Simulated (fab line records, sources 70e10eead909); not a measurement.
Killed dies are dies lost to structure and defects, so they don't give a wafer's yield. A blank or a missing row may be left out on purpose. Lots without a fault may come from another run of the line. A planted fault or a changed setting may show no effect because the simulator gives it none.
Which tool did it? | flow nand_harc | 12 lots, 36 wafers sampled, at 1 step of a route of 1159

WHAT THE GAUGES READ, wafer by wafer
NHARC_P_ZERO_WELL_CD_MEAS_37: target cd 720 nm. Usual: cd_nm 721.0 nm, standard deviation 1.8.
lot  | measured    | on        | cd_nm (nm)        | flag
L241 | day 1 16:17 | cd_sem-03 | 722.0 720.0 720.7 |
L242 | day 1 21:58 | cd_sem-03 | 719.6 718.7 719.4 |
L243 | day 2 04:11 | cd_sem-02 | 721.2 720.6 719.3 |
L244 | day 2 09:59 | cd_sem-02 | 721.1 720.0 720.5 |
L245 | day 2 16:07 | cd_sem-03 | 720.4 718.4 722.3 |
L246 | day 2 22:08 | cd_sem-02 | 720.5 721.3 719.5 |
L249 | day 3 16:14 | cd_sem-02 | 720.0 720.8 720.2 |
L250 | day 3 21:54 | cd_sem-01 | 722.1 721.5 721.9 |
L261 | day 6 16:14 | cd_sem-01 | 723.3 721.9 722.5 |
L262 | day 6 22:21 | cd_sem-02 | 723.7 721.5 722.6 |
L263 | day 7 03:59 | cd_sem-02 | 721.0 723.5 724.4 |
L264 | day 7 10:18 | cd_sem-02 | 719.9 722.6 720.7 |

WHICH TOOL RAN EACH LOT (tool, then ch and the chambers of the sampled wafers, then the start)
The record holds no process step before these readings.

WHAT THE TOOLS THEMSELVES READ (means of the sampled wafers that have a number; where no wafer has one, the mark that the record gives instead)
The record holds no such reading with a usual standard deviation.

THE ANSWER, worked out from the rows above alone
Rule: a lot is off if the mean of its wafers that have a number lies more than 3 standard deviations from the usual mean. A lot without any number at a reading at which 4 lots or more have one is off too. The other lots that the step has rows for count as sound. The gauges are gone through in route order, then the tools' own readings, and for those a lot's mean is taken as printed above. The first step at which some lot is off is used, and at that step the reading that is off furthest; a lot without a number counts as furthest.
No lot is off at any reading shown: from this, nothing can be told.

WHAT THE SIMULATOR HAD PUT IN
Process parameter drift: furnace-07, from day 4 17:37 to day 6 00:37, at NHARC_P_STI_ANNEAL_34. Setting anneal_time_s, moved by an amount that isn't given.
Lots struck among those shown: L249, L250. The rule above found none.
